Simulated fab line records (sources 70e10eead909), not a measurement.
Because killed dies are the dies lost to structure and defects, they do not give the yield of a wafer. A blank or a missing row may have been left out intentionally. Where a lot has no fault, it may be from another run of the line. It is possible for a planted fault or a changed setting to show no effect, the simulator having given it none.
fab line records | flow nand_harc
[record] lots = 7 | wafers = 21 | last_day = 24
route steps=1159 shown A_WL_FILL@820 END@1159
lots that met no fault: from a run of the same line without faults
start_h: start of the lot's first displayed wafer, in hours after the record's first day | wait_h: how many hours have passed since the lot's step before this one | " the same as in the row above | L1.1+2: a single row standing in for several wafers | - either no value or no given start | * or withheld: withheld | < > ~ a bound
route shown NAME@n: NAME is a module with steps in the file, n the number in the route of the first one | usual: mean/standard deviation taken from wafers without a fault | same: alike in all rows | chamber/n: place in a boat | sites: each site's reading | _std_site: their standard deviation | _edge_site: mean of outer sites minus mean of inner sites | radius_mm: how far each site lies from the wafer's centre | mask NAME#n: copy n | behind: the tool/chamber that last shaped the wafer | hold: why the lot was held/for how many hours/how that ended | device: which transistor (n, p or np) failed to switch | end of line: the tests these same wafers got at the end of their route | a step given without rows: its recipe and nothing more | killed: count of dies lost to structure and defects at first sort (not the wafer's yield) | map: the dies of a wafer, with x for killed, . for not killed, _ for no die there
set.NAME: the run value of the setting; set.NAME@STEP: its run value at that earlier step | model.NAME: the simulator's own value behind a step, which no gauge read
lots at selected steps of the route; one table per step, one row per wafer
services: a tool's chamber out of use, with start hour (start_h, from the record's first day; less than 0 if before it), hours out, and reason
[[steps]]
[step NHARC_A_WL_FILL_ANNEAL_08]
[recipe] temp_c = 450 | time_s = 1800
[step NHARC_A_WL_FILL_ALD_10]
[recipe] target_thk_a = 500 | pulse_time_s = 10 | ald_cycles = 500 | temp_c = 300 | material = SiO2
[usual] ald_cycles = 500/0 | heater_power_w = 466/35 | precursor_pulse_height_rel = 1.000/0.019 | susceptor_temp_C = 299.99/0.2
lot.wafer | tool      | chamber | start_h | wait_h | ald_cycles | heater_power_w | precursor_pulse_height_rel | since_wet_clean_h | susceptor_temp_C
L685.4    | ald_hk-04 | 1       | 412.79  | 0.8    | 500        | 481            | 1.009                      | 38                | 299.85
L685.3    | "         | 3       | 413.81  | 1.8    | 500        | 427            | 1.010                      | 39                | 299.86
L685.6    | "         | 1       | 414.84  | 2.9    | 500        | 474            | 0.955                      | -                 | 300.21
L684.4    | ald_hk-02 | 2       | 415.14  | 3.1    | 500        | 535            | 1.004                      | 124               | 299.68
L684.2    | "         | 0       | 416.17  | 4.2    | 500        | 477            | 1.031                      | 125               | 300.18
L684.5    | "         | 2       | 417.19  | 5.2    | 500        | 563            | 1.008                      | -                 | 300.01
L689.4    | ald_hk-04 | 2       | 418.79  | 0.2    | 500        | 439            | 1.004                      | 44                | 300.16
L689.1    | "         | 0       | 419.82  | 1.2    | 500        | 453            | 0.996                      | 45                | 299.61
L689.5    | "         | 3       | 421.35  | 2.7    | 500        | 434            | 1.037                      | -                 | 300.36
L690.2    | ald_hk-03 | 3       | 433.00  | 1.3    | 500        | 463            | 1.001                      | 102               | 299.93
L690.4    | "         | 1       | 434.03  | 2.3    | 500        | 529            | 0.977                      | 103               | 300.01
L690.3    | "         | 2       | "       | "      | 500        | 453            | 0.972                      | 104               | 300.27
L694.2    | ald_hk-02 | 3       | 456.92  | 1.1    | 500        | 436            | 1.017                      | 166               | 299.80
L694.5    | "         | 1       | 457.95  | 2.1    | 500        | 471            | 1.017                      | -                 | 300.08
L694.6    | "         | 2       | "       | "      | 500        | 560            | 0.999                      | -                 | 299.63
L696.3    | ald_hk-02 | 0       | 473.11  | 0.0    | 500        | 496            | 1.009                      | 1                 | 300.11
L696.6    | "         | 0       | 475.16  | 2.1    | 500        | 484            | 1.003                      | -                 | 300.15
L696.5    | "         | 1       | "       | "      | 500        | 479            | 0.999                      | -                 | 300.18
L697.2    | ald_hk-04 | 2       | 487.50  | 0.1    | 500        | 437            | 0.985                      | 112               | 299.81
L697.1    | "         | 3       | "       | "      | 500        | 421            | 0.966                      | 113               | 299.60
L697.5    | "         | 3       | 490.06  | 2.6    | 500        | 432            | 0.989                      | -                 | 299.81
[step NHARC_A_WL_FILL_ETCHBACK_16]
[recipe] target_depth_a = 880 | time_s = 17.6 | c4f8_flow_sccm = withheld | o2_flow_sccm = 8 | ar_flow_sccm = withheld | rf_w = 600 | bias_w = 800 | chemistry = C4F8/O2/Ar
[usual] oes_product_au = 1.001/0.0098 | rf_vpp_V = 723/5
lot.wafer | tool        | chamber | start_h | wait_h | oes_product_au | rf_hours_counter_h | rf_vpp_V
L685.3    | rie_diel-10 | 0       | -       | -      | 0.999          | 1                  | 719
L685.4    | "           | 3       | "       | "      | 0.990          | 1                  | 723
L685.6    | "           | 0       | "       | "      | 1.002          | -                  | 717
L684.2    | rie_diel-10 | 0       | -       | -      | 1.002          | 1                  | 717
L684.4    | "           | 1       | "       | "      | 0.991          | 1                  | 730
L684.5    | "           | 1       | "       | "      | 1.007          | -                  | 732
L689.1    | rie_diel-10 | 0       | -       | -      | 1.007          | 1                  | 718
L689.4    | "           | 2       | "       | "      | 1.006          | 1                  | 730
L689.5    | "           | 3       | "       | "      | 0.998          | -                  | 725
L690.4    | rie_diel-04 | 1       | -       | -      | 1.027          | 8                  | 720
L690.3    | "           | 2       | "       | "      | 0.998          | 9                  | 721
L690.2    | "           | 3       | "       | "      | 0.989          | 8                  | 720
L694.2    | rie_diel-11 | 3       | -       | -      | 0.991          | 3                  | 729
L694.6    | "           | 0       | "       | "      | 0.990          | -                  | 718
L694.5    | "           | 3       | "       | "      | 0.992          | -                  | 730
L696.3    | rie_diel-04 | 3       | -       | -      | 1.002          | 0                  | 721
L696.5    | "           | 2       | "       | "      | 0.996          | -                  | 719
L696.6    | "           | 3       | "       | "      | 1.003          | -                  | 722
L697.2    | rie_diel-04 | 2       | -       | -      | 0.988          | 0                  | 720
L697.1    | "           | 0       | "       | "      | 1.012          | 0                  | 731
L697.5    | "           | 2       | "       | "      | 0.987          | -                  | 720
[step NHARC_A_WL_FILL_STRIP_29]
[recipe] time_s = 20 | o2_flow_sccm = 500 | ar_flow_sccm = 0 | bias_w = 0 | chemistry = O2
[usual] drypump_motor_current_A = 5.6/0.37 | oes_product_au = 1.000/0.0084 | rf_vpp_V = 57.8/0.99 | showerhead_plenum_p_Torr = 3.51/0.16 | throttle_valve_pct = 17.037/0.0089
lot.wafer | tool        | chamber | start_h | wait_h | drypump_motor_current_A | oes_product_au | rf_hours_counter_h | rf_vpp_V | showerhead_plenum_p_Torr | throttle_valve_pct
L685.4    | rie_diel-10 | 2       | 417.00  | 0.1    | 5.8                     | 0.996          | 1                  | 59.0     | 3.73                     | 17.038
L685.3    | "           | 0       | "       | "      | 4.9                     | 1.007          | 1                  | 58.1     | 3.37                     | 17.042
L685.6    | "           | 2       | "       | "      | 5.8                     | 0.988          | -                  | 58.3     | 3.73                     | 17.032
L684.4    | rie_diel-10 | 0       | 419.86  | 0.1    | 4.9                     | 1.000          | 1                  | 56.9     | 3.37                     | 17.036
L684.2    | "           | 1       | "       | "      | 5.0                     | 1.002          | 1                  | 57.3     | 3.76                     | 17.037
L684.5    | "           | 0       | "       | "      | 4.9                     | 1.000          | -                  | 59.0     | 3.37                     | 17.037
L689.4    | rie_diel-10 | 3       | 423.51  | 0.1    | 6.4                     | 1.000          | 1                  | 59.7     | 3.56                     | 17.028
L689.1    | "           | 2       | "       | "      | 5.8                     | 0.992          | 1                  | 58.8     | 3.73                     | 17.035
L689.5    | "           | 3       | "       | "      | 6.5                     | 0.997          | -                  | 58.6     | 3.56                     | 17.045
L690.4    | rie_diel-04 | 0       | 437.72  | 0.1    | 5.3                     | 1.004          | 8                  | 58.9     | 3.76                     | 17.037
L690.3    | "           | 2       | "       | "      | 5.8                     | 0.999          | 9                  | 55.7     | 3.41                     | 17.046
L690.2    | "           | 3       | "       | "      | 5.5                     | 0.997          | 8                  | 57.5     | 3.45                     | 17.036
L694.2    | rie_diel-11 | 3       | 460.70  | 0.1    | 6.1                     | 1.001          | 3                  | 58.0     | 3.76                     | 17.030
L694.6    | "           | 0       | "       | "      | 5.6                     | 1.005          | -                  | 56.1     | 3.30                     | 17.035
L694.5    | "           | 3       | "       | "      | 6.1                     | 1.005          | -                  | 56.7     | 3.76                     | 17.032
L696.3    | rie_diel-04 | 0       | 477.83  | 0.1    | 5.3                     | 1.001          | 0                  | 59.5     | 3.76                     | 17.033
L696.6    | "           | 2       | "       | "      | 5.8                     | 1.001          | -                  | 56.7     | 3.41                     | 17.036
L696.5    | "           | 3       | "       | "      | 5.4                     | 0.996          | -                  | 58.0     | 3.45                     | 17.044
L697.1    | rie_diel-04 | 2       | 492.22  | 0.1    | 5.8                     | 0.994          | 0                  | 57.6     | 3.41                     | 17.043
L697.2    | "           | 3       | "       | "      | 5.5                     | 1.006          | 0                  | 58.1     | 3.45                     | 17.032
L697.5    | "           | 3       | "       | "      | 5.5                     | 1.007          | -                  | 57.7     | 3.45                     | 17.030
[step NHARC_A_WL_FILL_ETCHBACK_17]
[recipe] target_depth_a = 40 | time_s = 26.7 | chemistry = Cl2/BCl3
[step NHARC_A_WL_FILL_PRECLEAN_18]
[recipe] time_s = 30 | chemistry = dHF
[step NHARC_A_WL_FILL_SRD_21]
[step NHARC_A_WL_FILL_CVD_23]
[recipe] target_thk_a = 400 | temp_c = 620 | pressure_mtorr = 200 | time_s = 800 | material = poly-Si
[step NHARC_A_WL_FILL_ETCHBACK_26]
[recipe] target_depth_a = 520 | time_s = 13.3 | hbr_flow_sccm = 150 | rf_w = 350 | icp_w = 350 | bias_w = 60 | chemistry = HBr
[usual] drypump_motor_current_A = 5.5/0.46 | oes_product_au = 0.999/0.007 | throttle_valve_pct = 23.267/0.0094
lot.wafer | tool      | chamber | start_h | wait_h | drypump_motor_current_A | oes_product_au | rf_hours_counter_h | throttle_valve_pct
L685.3    | rie_si-01 | 3       | 422.44  | 0.4    | 4.9                     | 1.008          | 0.7                | 23.259
L685.4    | "         | 0       | "       | "      | 5.5                     | 1.010          | 0.6                | 23.275
L685.6    | "         | 3       | "       | "      | 4.8                     | 1.016          | -                  | 23.259
L684.4    | rie_si-02 | 0       | 425.34  | 0.4    | 6.5                     | 0.995          | 0.2                | 23.260
L684.2    | "         | 1       | "       | "      | 5.6                     | 0.993          | 0.2                | 23.255
L684.5    | "         | 0       | "       | "      | 6.5                     | 0.997          | -                  | 23.276
L689.4    | rie_si-02 | 2       | 428.80  | 0.4    | 5.9                     | 1.004          | 0.2                | 23.261
L689.1    | "         | 0       | "       | "      | 6.5                     | 1.000          | 0.2                | 23.268
L689.5    | "         | 1       | "       | "      | 5.6                     | 0.994          | -                  | 23.267
L690.2    | rie_si-02 | 3       | 441.89  | 0.4    | 5.4                     | 1.001          | 0.3                | 23.278
L690.3    | "         | 1       | "       | "      | 5.6                     | 0.990          | 0.3                | 23.261
L690.4    | "         | 2       | "       | "      | 5.9                     | 1.005          | 0.3                | 23.280
L694.2    | rie_si-02 | 3       | 465.94  | 0.4    | 5.4                     | 1.000          | 0.4                | 23.275
L694.6    | "         | 1       | "       | "      | 5.6                     | 0.993          | -                  | 23.265
L694.5    | "         | 2       | "       | "      | 5.9                     | 1.010          | -                  | 23.251
L696.3    | rie_si-02 | 3       | 483.34  | 0.4    | 5.4                     | 1.002          | 0.5                | 23.260
L696.6    | "         | 2       | "       | "      | 5.9                     | 0.996          | -                  | 23.271
L696.5    | "         | 3       | "       | "      | 5.4                     | 1.010          | -                  | 23.254
L697.2    | rie_si-01 | 0       | 497.70  | 0.4    | 5.4                     | 0.993          | 0.1                | 23.270
L697.1    | "         | 1       | "       | "      | 5.0                     | 0.995          | 0                  | 23.269
L697.5    | "         | 0       | "       | "      | 5.4                     | 0.990          | -                  | 23.253
[step NHARC_A_WL_FILL_PRECLEAN_30]
[recipe] time_s = 10 | chemistry = dHF
[step NHARC_A_WL_FILL_SRD_14]
[step NHARC_A_WL_FILL_ALD_19]
[recipe] target_thk_a = 20 | pulse_time_s = 3 | ald_cycles = 100 | temp_c = 450 | material = TiN
[usual] ald_cycles = 100/0 | heater_power_w = 1076/84 | precursor_pulse_height_rel = 0.999/0.02 | susceptor_temp_C = 450.02/0.26
lot.wafer | tool         | chamber | start_h | wait_h | ald_cycles | heater_power_w | precursor_pulse_height_rel | since_wet_clean_h | susceptor_temp_C
L685.4    | ald_metal-02 | 3       | 422.71  | 0.1    | 100        | 1053           | 1.003                      | 49                | 449.83
L685.3    | "            | 2       | "       | "      | 100        | 1064           | 0.992                      | 49                | 450.05
L685.6    | "            | 3       | "       | "      | 100        | 1078           | 0.999                      | -                 | 449.71
L684.2    | ald_metal-03 | 1       | 425.60  | 0.1    | 100        | 986            | 1.022                      | 94                | 450.09
L684.4    | "            | 3       | "       | "      | 100        | 1073           | 0.977                      | 94                | 449.87
L684.5    | "            | 1       | "       | "      | 100        | 945            | 1.016                      | -                 | 449.80
L689.4    | ald_metal-02 | 2       | 429.06  | 0.1    | 100        | 1074           | 1.010                      | 55                | 450.42
L689.1    | "            | 0       | "       | "      | 100        | 1063           | 0.999                      | 55                | 449.72
L689.5    | "            | 3       | "       | "      | 49         | 1093           | 0.980                      | -                 | 449.92
L690.2    | ald_metal-02 | 3       | 442.15  | 0.1    | 100        | 1063           | 1.009                      | 68                | -
L690.4    | "            | 0       | "       | "      | 100        | 1065           | 1.004                      | 68                | -
L690.3    | "            | 2       | "       | "      | 49         | 1081           | 1.002                      | 68                | -
L694.2    | ald_metal-02 | 3       | 466.23  | 0.2    | 100        | 1065           | 1.004                      | 92                | 449.51
L694.6    | "            | 0       | "       | "      | 100        | 1059           | 1.005                      | -                 | 449.75
L694.5    | "            | 3       | "       | "      | 49         | 1094           | 1.004                      | -                 | 449.99
L696.3    | ald_metal-04 | 0       | 483.60  | 0.1    | 100        | 1221           | 1.020                      | 68                | 449.96
L696.6    | "            | 0       | "       | "      | 100        | 1257           | 0.981                      | -                 | 450.26
L696.5    | "            | 1       | "       | "      | 100        | 939            | 0.992                      | -                 | 449.83
L697.2    | ald_metal-03 | 1       | 498.01  | 0.1    | 100        | 957            | 1.004                      | 166               | 450.23
L697.1    | "            | 3       | "       | "      | 100        | 1097           | 1.005                      | 166               | 449.73
L697.5    | "            | 2       | "       | "      | 100        | 1156           | 1.036                      | -                 | 449.77
[step NHARC_A_WL_FILL_CVD_20]
[recipe] target_thk_a = 750 | temp_c = 300 | pressure_torr = 40 | wf6_flow_sccm = 40 | h2_flow_sccm = 1600 | ar_flow_sccm = 1560 | time_s = 5064 | material = W
[usual] heater_power_w = 500/76 | susceptor_temp_C = 299.99/0.19 | throttle_valve_pct = 7.94/0.17
lot.wafer | tool     | chamber | start_h | wait_h | heater_power_w | since_wet_clean_h | susceptor_temp_C | throttle_valve_pct
L685.3    | cvd_w-02 | 1       | -       | -      | 526            | -                 | 300.31           | 7.94
L685.4    | "        | 0       | "       | "      | 397            | -                 | 300.07           | 7.66
L685.6    | "        | 0       | "       | "      | 390            | -                 | 299.99           | 7.60
L684.2    | cvd_w-01 | 1       | -       | -      | 589            | 120               | 299.80           | 8.10
L684.4    | "        | 1       | "       | "      | 608            | -                 | 300.16           | 7.87
L684.5    | "        | 1       | "       | "      | 609            | -                 | 299.94           | 7.81
L689.1    | cvd_w-02 | 0       | -       | -      | 399            | 43                | 299.94           | 7.92
L689.4    | "        | 1       | "       | "      | 530            | -                 | 299.88           | 8.02
L689.5    | "        | 1       | "       | "      | 510            | -                 | 300.16           | 8.14
L690.2    | cvd_w-02 | 1       | -       | -      | 528            | 51                | 299.92           | 7.97
L690.4    | "        | 1       | "       | "      | 515            | -                 | 299.87           | 7.85
L690.3    | "        | 0       | "       | "      | 412            | -                 | 299.52           | 7.81
L694.2    | cvd_w-02 | 1       | -       | -      | 529            | 76                | 300.03           | 8.13
L694.5    | "        | 0       | "       | "      | 391            | -                 | 299.70           | 8.03
L694.6    | "        | 1       | "       | "      | 530            | -                 | 300.19           | 8.18
L696.3    | cvd_w-01 | 1       | -       | -      | 608            | -                 | 300.11           | 7.96
L696.5    | "        | 1       | "       | "      | 614            | -                 | 300.03           | 7.95
L696.6    | "        | 0       | "       | "      | 469            | -                 | 299.81           | 7.54
L697.1    | cvd_w-02 | 0       | -       | -      | 398            | 110               | 299.88           | 7.77
L697.2    | "        | 1       | "       | "      | 522            | 110               | 299.79           | 8.29
L697.5    | "        | 0       | "       | "      | 397            | -                 | 299.78           | 8.18
[step NHARC_END_SORT_01]
[recipe] temp_c = 25
[usual] killed_at_array = 29/10 | killed_at_other = 0.7/1.1 | killed_at_periphery = 3.2/2.2 | killed_dies = 33/11 | killed_open = 3.5/1.8 | killed_short = 2.0/1.4
[same] gross_dies = 677
lot.wafer | tool      | chamber | start_h | wait_h | killed_at_array | killed_at_other | killed_at_periphery | killed_dies | killed_open | killed_short
L689.5    | prober-01 | 0       | 524.81  | 3.7    | 675             | 2               | 0                   | 677         | 0           | 1
L690.3    | prober-02 | 0       | 543.75  | 3.1    | 675             | 0               | 2                   | 677         | 2           | 1
L694.5    | prober-02 | 0       | 569.66  | 3.7    | 673             | 0               | 4                   | 677         | 5           | 2
// killed by level:class
L689.5 A_WL_FILL:area_ald=659 A_CHANNEL_HOLE_D1:chamber_film_flake=9 A_CONTACT:chamber_film_flake=4 A_SLIT:chamber_film_flake=2 THIN_TSV:chamber_film_flake=2 A_WL_FILL:geometric_particle:short=1
L690.3 A_WL_FILL:area_ald=642 A_CHANNEL_HOLE_D1:chamber_film_flake=18 A_SLIT:chamber_film_flake=9 P_STI:chamber_film_flake=2 A_CONTACT:chamber_film_flake=2 A_SGD_CUT:geometric_particle:short=1 A_CONTACT:geometric_particle:open=1 A_M1:geometric_particle:open=1
L694.5 A_WL_FILL:area_ald=634 A_SLIT:chamber_film_flake=16 A_CHANNEL_HOLE_D1:chamber_film_flake=12 A_ZERO_WELL:chamber_film_flake=4 A_M0:geometric_particle:open=2 P_M0:geometric_particle:open=1 P_M1:geometric_particle:open=1 A_ONON_D1:geometric_particle:short=1
// map L689.5 (x killed, . not)
____________x____________
_________xxxxxxx_________
_______xxxxxxxxxxx_______
______xxxxxxxxxxxxx______
_____xxxxxxxxxxxxxxx_____
____xxxxxxxxxxxxxxxxx____
____xxxxxxxxxxxxxxxxx____
___xxxxxxxxxxxxxxxxxxx___
___xxxxxxxxxxxxxxxxxxx___
__xxxxxxxxxxxxxxxxxxxxx__
__xxxxxxxxxxxxxxxxxxxxx__
_xxxxxxxxxxxxxxxxxxxxxxx_
_xxxxxxxxxxxxxxxxxxxxxxx_
_xxxxxxxxxxxxxxxxxxxxxxx_
_xxxxxxxxxxxxxxxxxxxxxxx_
_xxxxxxxxxxxxxxxxxxxxxxx_
xxxxxxxxxxxxxxxxxxxxxxxxx
xxxxxxxxxxxxxxxxxxxxxxxxx
xxxxxxxxxxxxxxxxxxxxxxxxx
xxxxxxxxxxxxxxxxxxxxxxxxx
xxxxxxxxxxxxxxxxxxxxxxxxx
_xxxxxxxxxxxxxxxxxxxxxxx_
_xxxxxxxxxxxxxxxxxxxxxxx_
_xxxxxxxxxxxxxxxxxxxxxxx_
_xxxxxxxxxxxxxxxxxxxxxxx_
_xxxxxxxxxxxxxxxxxxxxxxx_
__xxxxxxxxxxxxxxxxxxxxx__
__xxxxxxxxxxxxxxxxxxxxx__
___xxxxxxxxxxxxxxxxxxx___
___xxxxxxxxxxxxxxxxxxx___
____xxxxxxxxxxxxxxxxx____
____xxxxxxxxxxxxxxxxx____
_____xxxxxxxxxxxxxxx_____
______xxxxxxxxxxxxx______
_______xxxxxxxxxxx_______
_________xxxxxxx_________
____________x____________
// map L690.3 (x killed, . not)
____________x____________
_________xxxxxxx_________
_______xxxxxxxxxxx_______
______xxxxxxxxxxxxx______
_____xxxxxxxxxxxxxxx_____
____xxxxxxxxxxxxxxxxx____
____xxxxxxxxxxxxxxxxx____
___xxxxxxxxxxxxxxxxxxx___
___xxxxxxxxxxxxxxxxxxx___
__xxxxxxxxxxxxxxxxxxxxx__
__xxxxxxxxxxxxxxxxxxxxx__
_xxxxxxxxxxxxxxxxxxxxxxx_
_xxxxxxxxxxxxxxxxxxxxxxx_
_xxxxxxxxxxxxxxxxxxxxxxx_
_xxxxxxxxxxxxxxxxxxxxxxx_
_xxxxxxxxxxxxxxxxxxxxxxx_
xxxxxxxxxxxxxxxxxxxxxxxxx
xxxxxxxxxxxxxxxxxxxxxxxxx
xxxxxxxxxxxxxxxxxxxxxxxxx
xxxxxxxxxxxxxxxxxxxxxxxxx
xxxxxxxxxxxxxxxxxxxxxxxxx
_xxxxxxxxxxxxxxxxxxxxxxx_
_xxxxxxxxxxxxxxxxxxxxxxx_
_xxxxxxxxxxxxxxxxxxxxxxx_
_xxxxxxxxxxxxxxxxxxxxxxx_
_xxxxxxxxxxxxxxxxxxxxxxx_
__xxxxxxxxxxxxxxxxxxxxx__
__xxxxxxxxxxxxxxxxxxxxx__
___xxxxxxxxxxxxxxxxxxx___
___xxxxxxxxxxxxxxxxxxx___
____xxxxxxxxxxxxxxxxx____
____xxxxxxxxxxxxxxxxx____
_____xxxxxxxxxxxxxxx_____
______xxxxxxxxxxxxx______
_______xxxxxxxxxxx_______
_________xxxxxxx_________
____________x____________
[[services]]
tool         | chamber | start_h | hours | kind
ald_metal-04 | -       | 390.74  | 2.7   | repair
rie_diel-04  | 0       | 395.90  | -     | clean
rie_diel-04  | 1       | 395.90  | -     | clean
rie_diel-04  | 2       | 395.90  | -     | clean
rie_diel-04  | 3       | 395.90  | -     | clean
ald_metal-04 | -       | 406.00  | 10.0  | pm
ald_metal-02 | -       | 409.27  | 1.3   | repair
rie_diel-10  | 0       | 411.79  | -     | clean
rie_si-01    | -       | 411.85  | 0.4   | repair
ald_metal-04 | -       | 417.38  | 0.8   | repair
ald_hk-02    | -       | 427.00  | 3.7   | repair
ald_hk-03    | -       | 430.26  | 2.4   | repair
ald_metal-04 | 1       | 435.85  | 26.4  | repair
ald_metal-02 | 1       | 449.21  | 30.4  | repair
rie_diel-11  | 1       | 457.94  | 9.7   | repair
ald_hk-02    | -       | 462.71  | 10.0  | pm
rie_diel-04  | -       | 465.90  | 9.0   | pm
cvd_w-01     | -       | 480.08  | 13.0  | pm
rie_si-01    | -       | 481.00  | 9.0   | pm
rie_diel-04  | 2       | 493.21  | 5.8   | repair
rie_si-01    | 3       | 495.71  | 6.8   | repair
rie_diel-11  | 1       | 499.66  | 4.9   | repair
ald_hk-03    | -       | 500.00  | 10.0  | pm
ald_metal-03 | -       | 500.00  | 10.0  | pm
[[key]]
[first_sign] step = NHARC_A_WL_FILL_ALD_19 | reading = ald_cycles | direction = down | sigmas = 99+ | usual = 100 | struck = 49
[effect] step = NHARC_END_SORT_01 | reading = killed_at_array | direction = up | sigmas = 63 | usual = 29 | struck = 674
[more_kills_born_at] NHARC_A_WL_FILL_ALD_19@ald_metal-02 = 1935
met_at NHARC_A_WL_FILL_ALD_19
struck_wafers L689.5,L690.3,L694.5
later_rows_left_out L689.5,L690.3,L694.5
tester_left_out L689,L690,L694
onset_between 422.71 429.06
[fault] kind = process_parameter_drift | tool = ald_metal-02 | chamber = - | onset_h = 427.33 | steps = NHARC_A_WL_FILL_ALD_19 | channel = ald_cycles | offset = -51 | shape = step | end_h = 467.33 | scope = struck_wafers_only | acts_in = these_recipes_only | stated = 100
// tester_left_out: of these lots the tester's yield and bins aren't shown, on N5 and GAA mostly nor the transistor test; their killed dies are dies lost to structure and defects alone, not to doping, threshold or leakage, so they don't give the yield
// later_rows_left_out: the simulator's readings of these wafers behind a module that went badly wrong aren't trusted and aren't shown, but for the sort
